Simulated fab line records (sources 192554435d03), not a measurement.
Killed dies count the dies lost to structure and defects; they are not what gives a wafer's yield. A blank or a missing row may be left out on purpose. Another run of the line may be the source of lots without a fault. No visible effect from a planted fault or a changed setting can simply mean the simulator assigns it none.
Chamber matching ; flow n5Finfet ; 4 sister chambers for N5_GATE_CUT_ETCH_36 on rieDiel-06
The step etches SiARC in CF4, target depth 13 nm, time 21.7 s. 14 wafers are shown with their chamber, then 7 later ones without.

EACH WAFER AND ITS CHAMBER
wafer;chamber;showerheadPlenumPTorr (Torr);drypumpMotorCurrentA (A);throttleValvePct (%)
L342.3;3;2.26;5.9;15.26
L342.4;1;2.20;6.1;15.70
L342.5;1;2.20;6.1;15.72
L343.2;3;2.26;5.8;15.27
L343.3;2;2.19;5.2;15.42
L343.5;2;2.19;5.2;15.40
L344.2;0;2.12;5.9;15.76
L344.4;3;2.26;5.8;15.29
L344.6;2;2.19;5.2;15.42
L346.3;3;2.26;5.9;15.30
L346.4;2;2.18;5.2;15.43
L346.5;2;2.18;5.2;15.42
L347.1;0;2.11;6.0;15.77
L347.2;1;2.20;6.2;15.23

SIGNATURES (averages over the wafers above)
reading;chamber 0;chamber 1;chamber 2;chamber 3;scatter within a chamber
showerheadPlenumPTorr;2.1150;2.2000;2.1860;2.2600;0.00412
drypumpMotorCurrentA;5.950;6.133;5.200;5.850;0.0465
throttleValvePct;15.7650;15.5500;15.4180;15.2800;0.125
Rule: a wafer lies at a distance from a chamber equal to the root of the sum of squares, over the readings, of (its reading less the chamber's mean, divided by the reading's scatter). The wafer belongs to the nearest chamber; if the next one is less than 2 further off, it can't be placed. The scatter: take each reading less its chamber's mean, square it, sum over the shown wafers, divide by the number of wafers less the number of chambers, and take the root.

WAFERS WHOSE CHAMBER IS MISSING
wafer;showerheadPlenumPTorr (Torr);drypumpMotorCurrentA (A);throttleValvePct (%)
L347.6;2.26;5.8;15.30
L350.1;2.18;5.2;15.42
L350.3;2.19;6.1;15.26
L350.6;2.20;6.1;15.24
L364.1;2.19;6.2;15.28
L364.2;2.17;5.2;15.48
L364.6;2.17;5.2;15.50

WHICH CHAMBER EACH ONE RAN IN
wafer;from the rows above;in truth
L347.6;3;3
L350.1;2;2
L350.3;1;1
L350.6;1;1
L364.1;1;1
L364.2;2;2
L364.6;2;2
Correctly placed: 7 of 7. Number that these rows cannot place: 0. Wrongly placed: 0.
